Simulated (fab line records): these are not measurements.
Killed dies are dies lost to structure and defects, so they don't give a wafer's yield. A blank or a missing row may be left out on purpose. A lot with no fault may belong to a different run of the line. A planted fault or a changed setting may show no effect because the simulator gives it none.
Chamber matching | flow n5Finfet | 4 sister chambers for N5_FIN_CUT_ETCH_30 on rieDiel-05
The step etches underlayer in N2/H2, target depth 13 nm, time 10.4 s. 8 wafers are shown with their chamber, then 11 later ones without.

WAFERS WITH THEIR CHAMBER
wafer  | chamber | showerheadPlenumPTorr (Torr) | drypumpMotorCurrentA (A)
L077.6 | 3       | 2.48                         | 6.1
L081.2 | 2       | 2.39                         | 5.0
L081.6 | 0       | 2.71                         | 5.8
L082.4 | 3       | 2.48                         | 6.1
L084.2 | 2       | 2.39                         | 5.0
L084.5 | 1       | 2.70                         | 5.5
L084.6 | 0       | 2.71                         | 5.8
L090.3 | 1       | 2.69                         | 5.6

WAFERS WITH NO CHAMBER GIVEN
wafer  | showerheadPlenumPTorr (Torr) | drypumpMotorCurrentA (A)
L090.4 | 2.70                         | 5.8
L090.6 | 2.69                         | 5.6
L095.2 | 2.70                         | 5.8
L095.5 | 2.69                         | 5.6
L095.6 | 2.70                         | 5.0
L096.1 | 2.69                         | 5.6
L096.2 | 2.70                         | 5.8
L096.5 | 2.69                         | 5.6
L097.3 | 2.47                         | 6.1
L097.4 | 2.70                         | 5.0
L097.5 | 2.70                         | 5.0

CHAMBER TAKEN BY EACH
wafer  | from the rows above | in truth
L090.4 | 0                   | 0
L090.6 | 1                   | 1
L095.2 | 0                   | 0
L095.5 | 1                   | 1
L095.6 | 1                   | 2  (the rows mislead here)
L096.1 | 1                   | 1
L096.2 | 0                   | 0
L096.5 | 1                   | 1
L097.3 | 3                   | 3
L097.4 | 1                   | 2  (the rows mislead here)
L097.5 | 1                   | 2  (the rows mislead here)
8 of 11 placed correctly. Not placeable from these rows: 0. Wrongly placed: 3.
How it was worked out, from the rows above alone: a wafer's distance from a chamber is the root of the sum, over the readings, of the square of ((its reading less the chamber's mean) divided by the reading's scatter). The wafer belongs to the nearest chamber; if the next one is less than 2 further off, it can't be placed. For every chamber, the mean is computed from those of its wafers that are shown. How the scatter is found: for the shown wafers, subtract from each reading the mean of its chamber, square and add these, divide the total by (wafers less chambers), then take the root.
